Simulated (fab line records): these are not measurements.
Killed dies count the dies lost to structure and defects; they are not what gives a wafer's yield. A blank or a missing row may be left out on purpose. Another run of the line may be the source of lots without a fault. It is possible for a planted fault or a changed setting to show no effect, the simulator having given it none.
Matching of chambers    flow n5Finfet    N5_GATE_CUT_HM_DEP_46 on pecvd-01 has 3 sister chambers
The step deposits SiO2 from TEOS/O2, target thk 130 nm, time 26.6 s. 3 wafers are shown with their chamber, then 10 later ones without.

== EACH WAFER AND ITS CHAMBER ==
wafer   chamber  throttleValvePct (%)
L088.1  0        18.4
L089.1  2        19.4
L089.3  1        20.3

== WAFERS MISSING THEIR CHAMBER ==
wafer   throttleValvePct (%)
L089.5  18.1
L091.1  18.1
L091.3  20.8
L091.5  18.0
L096.1  18.3
L096.2  21.0
L096.5  17.9
L097.2  20.7
L097.3  20.9
L097.6  20.8

== WHICH CHAMBER EACH ONE RAN IN ==
wafer   from the rows above      in truth
L089.5  0                        0
L091.1  0                        0
L091.3  can't be placed: 1 or 2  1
L091.5  0                        0
L096.1  0                        0
L096.2  can't be placed: 1 or 2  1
L096.5  0                        0
L097.2  can't be placed: 1 or 2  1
L097.3  can't be placed: 1 or 2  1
L097.6  can't be placed: 1 or 2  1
5 of 10 placed correctly. Can't be placed from these rows: 5 (the true chamber is among the candidates in 5). Wrongly placed: 0.
How it was worked out, from the rows above alone: a wafer's distance from a chamber is the root of the sum, over the readings, of the square of ((its reading less the chamber's mean) divided by the reading's scatter). If the next closest chamber is less than 2 further off than the closest, the wafer can't be placed; otherwise it belongs to the closest. Each chamber's mean is taken over the wafers shown for it. The scatter: with one shown wafer a chamber, the root of the mean of the squares of how far each hidden wafer lies from its nearest shown one.
